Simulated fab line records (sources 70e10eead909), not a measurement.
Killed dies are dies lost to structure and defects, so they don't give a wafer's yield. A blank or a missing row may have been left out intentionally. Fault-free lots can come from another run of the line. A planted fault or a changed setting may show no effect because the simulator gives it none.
Comparing a struck lot with a sound one / flow nand-harc / 21 out of 1159 route steps
Sound: wafers L156.1, L156.3, L156.4. Struck: wafers L165.1, L165.2, L165.4. At the end, the cause is stated.
Each step with rows lists, per side, the tool, then ch with its chambers, then its first start. Under that, the readings that differ: sound wafers / struck wafers / difference of the means / sigmas: that difference in standard deviations of wafers without a fault.
alike: readings whose means differ by less than 2 such deviations, and words and numbers that are the same on both sides. not compared: withheld readings, readings that some wafer has no value for, bounds like >300 that may hide the same value, and numbers for which the record gives no deviation and whose values overlap.
Wherever a step has rows on one side only, a row that says differs or no value, or a row with sigmas, the two part there. Non-overlapping numbers with no deviation appear without sigmas and do not part them. A reading missing from all wafers of one side parts the sides only when that side holds two or more wafers.

NHARC_P_CONTACT_DEP_30: deposits SiNx, target thk 30 nm.
  sound on pecvd-02 ch 1,2, day 5 18:44; struck on pecvd-04 ch 1,2, day 8 21:08
  alike: heater-power-w
NHARC_P_CONTACT_DEP_00: deposits SiO2, target thk 500 nm.
  sound on pecvd-02 ch 1,2; struck on pecvd-04 ch 1,2
  alike: chamber-pressure-Torr, heater-power-w, throttle-valve-pct
NHARC_P_CONTACT_CMP_01: polishes SiO2, target thk 200 nm.
  sound on cmp-02 ch 0,1,2, day 5 19:25; struck on cmp-03 ch 1,2,3, day 8 21:53
  alike: motor-current-A
then, 8 steps without rows for these wafers: NHARC_P_CONTACT_SRD_03; NHARC_P_CONTACT_DEHYDRATE_04 (time 120 s); NHARC_P_CONTACT_HMDS_05 (time 30 s); NHARC_P_CONTACT_COAT_33 (time 75 s); NHARC_P_CONTACT_COAT_34 (time 65 s); NHARC_P_CONTACT_COAT_06 (resist thk 90 nm); NHARC_P_CONTACT_SOFTBAKE_07 (time 55 s); NHARC_P_CONTACT_EBR_08.
NHARC_P_CONTACT_EXPOSE_09: exposes mask P CA, target cd 90 nm.
  sound on arfi-scanner-03 ch 0, day 5 19:59; struck on arfi-scanner-02 ch 0, day 8 22:33
reading=mask; sound=P_CA#0 P_CA#0 P_CA#0; struck=P_CA_R1#0 P_CA_R1#0 P_CA_R1#0; difference=differs; sigmas=
  alike: stage-vel-mm-s
then, 2 steps without rows for these wafers: NHARC_P_CONTACT_PEB_10 (peb time 65 s); NHARC_P_CONTACT_DEVELOP_11 (develop time 35 s).
NHARC_P_CONTACT_CD_MEAS_12: the cd target is 90 nm.
  sound on cd-sem-03 ch 0, day 5 20:07; struck on cd-sem-03 ch 0, day 8 22:41
reading=cd-nm (nm); sound=90.7 89.7 90.3; struck=92.0 92.2 91.2; difference=+1.6; sigmas=+3
NHARC_P_CONTACT_OVL_MEAS_13:
  sound on overlay-02 at day 5 20:13; struck on overlay-01 at day 8 22:47
reading=overlay-x-nm (nm); sound=-1.3 -1.3 -0.9; struck=1.0 0.6 1.2; difference=+2.1; sigmas=+2
  alike: overlay-y-nm
NHARC_P_CONTACT_INSPECT_14:
  sound on defect-inspect-01 at day 5 20:15; struck on defect-inspect-02 at day 8 22:49
reading=raw-defect-count; sound=2 3 2; struck=5 10 6; difference=+5; sigmas=+2
NHARC_P_CONTACT_DESCUM_17: chemistry O2, time 3 s.
  sound on rie-diel-08 ch 0,1,2, day 5 20:19; struck on rie-diel-08 ch 0,1,2, day 8 22:53
reading=rf-hours-counter-h (h); sound=17 17 12; struck=5 6 5; difference=-10; sigmas=
  alike: drypump-motor-current-A, oes-product-au, rf-vpp-V, showerhead-plenum-p-Torr, throttle-valve-pct
  not compared: model.P_CONTACT.cd-nm
NHARC_P_CONTACT_ETCH_35: etches the open film in CF4, target depth 39 nm, time 65 s.
  sound on rie-diel-08 ch 0,2,3, day 5 20:23; struck on rie-diel-08 ch 0,2,3, day 8 22:58
reading=rf-hours-counter-h (h); sound=17 17 17; struck=5 6 5; difference=-12; sigmas=
reading=model.P_CONTACT.cd-nm (nm); sound=90.73 90.65 89.49; struck=92.18 92.27 91.38; difference=+1.65; sigmas=
  alike: drypump-motor-current-A, oes-product-au, rf-vpp-V, showerhead-plenum-p-Torr, throttle-valve-pct
NHARC_P_CONTACT_ETCH_36: etches the open film in N2/H2, target depth 260 nm, time 406.25 s.
  sound on rie-diel-08 ch 0,1,2; struck on rie-diel-08 ch 0,2,3
reading=rf-hours-counter-h (h); sound=17 12 17; struck=5 6 5; difference=-10; sigmas=
  alike: drypump-motor-current-A, oes-product-au, rf-vpp-V, showerhead-plenum-p-Torr, throttle-valve-pct
-- record jumps: 14 days between struck wafers' starts before vs after; left off in module P_CONTACT, resumes in module END, first step shown is number 1159 of the route --
NHARC_END_SORT_01:
  sound on prober-01 ch 0, day 19 15:08; struck on prober-02 ch 0, day 22 11:33
reading=killed-at-other; sound=3 6 3; struck=0 0 0; difference=-4; sigmas=-4
  alike: killed-at-array, killed-at-periphery, killed-dies, killed-open, killed-short

## WHERE THEY PART
At NHARC_P_CONTACT_EXPOSE_09 first; at NHARC_END_SORT_01 last (within this record only).

WHY: what had been put in by the simulator
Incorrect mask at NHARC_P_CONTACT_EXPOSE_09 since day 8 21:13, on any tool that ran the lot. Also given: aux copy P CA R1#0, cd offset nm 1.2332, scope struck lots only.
